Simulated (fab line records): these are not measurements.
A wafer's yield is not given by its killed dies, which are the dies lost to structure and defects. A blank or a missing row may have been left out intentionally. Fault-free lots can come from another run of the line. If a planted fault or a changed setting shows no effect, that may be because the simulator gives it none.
8D (eight disciplines) problem report, filled in by code    flow n5-finfet    the parts of the form that need people (team, actions taken, sign-off) are left out

1. THE PROBLEM
At N5_BEOL_M5_COAT_60, run-length-s averages 56.85 s over 3 wafers from 3 lots, while fault-free wafers read 65.89 s, standard deviation 0.18. That puts it -50 standard deviations away from the usual mean.
The step: time 60 s, resist thk 12 nm.
First seen on wafer L835.6, day 12 16:34, on litho-track-05. Wafers with a number at this step in the record: 33, from 11 lots. By rule, "out" or "out of limits" means more than 4 standard deviations away from the usual mean. All remaining wafers that have a number are taken as sound.

2. WHAT IT IS; WHAT IT IS NOT
question                     is                                  is not
which readings at this step  run-length-s, heater-power-total-W  dispense-pressure-kPa, exhaust-pa
which lots                   L834, L835, L838                    L826, L827, L829, L830, L832, L841, L844, L848
which wafers of those lots   L834.6, L835.6, L838.5              L834.2, L834.4, L835.1, L835.4, L838.1, L838.2
read on which tools          litho-track-05                      litho-track-01, litho-track-03
when                         from day 12 16:34                   up to then (17 sound wafers); but 13 sound wafers of L834, L838, L841, L844, L848 came after

3. WHAT RULES OUT EACH SUSPECT
Counting: if a tool at a process step up to the reading ran every lot that is out, it stays a suspect. Sound lots after the first of them don't rule it out here, since some wafers of a struck lot are sound.
- litho-track-05 at N5_BEOL_M5_COAT_60 (time 60 s, resist thk 12 nm): kept. Every lot that is out went through it, the first being L835 (day 12 16:34); the last sound lot it ran before that was L832 (day 12 08:18). Its own readings are out on those wafers: heater-power-total-W, run-length-s.
After counting, what remains is litho-track-05 at N5_BEOL_M5_COAT_60.

4. THE CAUSE (what the simulator had put in)
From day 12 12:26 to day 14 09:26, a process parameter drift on litho-track-05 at N5_BEOL_M5_COAT_60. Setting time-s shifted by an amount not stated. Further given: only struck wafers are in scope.
Only this tool survived the counting.

5. THE EFFECT CHAIN, in route order
Rows list readings where the struck wafers' mean (over those with a number) sits beyond 3 standard deviations from the usual. Scope: only readings with a usual standard deviation given in the record; hours: median across lots of the time from each lot's start at the first step in this table that gives one to its start at this step; sigmas: change in usual standard deviations.
hours  step                reading               usual    on struck wafers  change  sigmas
0      N5_BEOL_M5_COAT_60  heater-power-total-W  427.6 W  467.8             +40.2   +20
0      N5_BEOL_M5_COAT_60  run-length-s          65.89 s  56.85             -9.04   -50
Process steps it contains:
- N5_BEOL_M5_COAT_60: time 60 s, resist thk 12 nm.
Later measuring or inspecting steps at which every struck wafer that the step has a row for has a number for every such reading, and none has moved that far: N5_BEOL_M5_CD_MEAS_11.

6. WHAT WOULD HAVE CAUGHT IT SOONER
In this record no reading fell out of limits until day 12 16:34, 4 hours after the fault had begun at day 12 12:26.
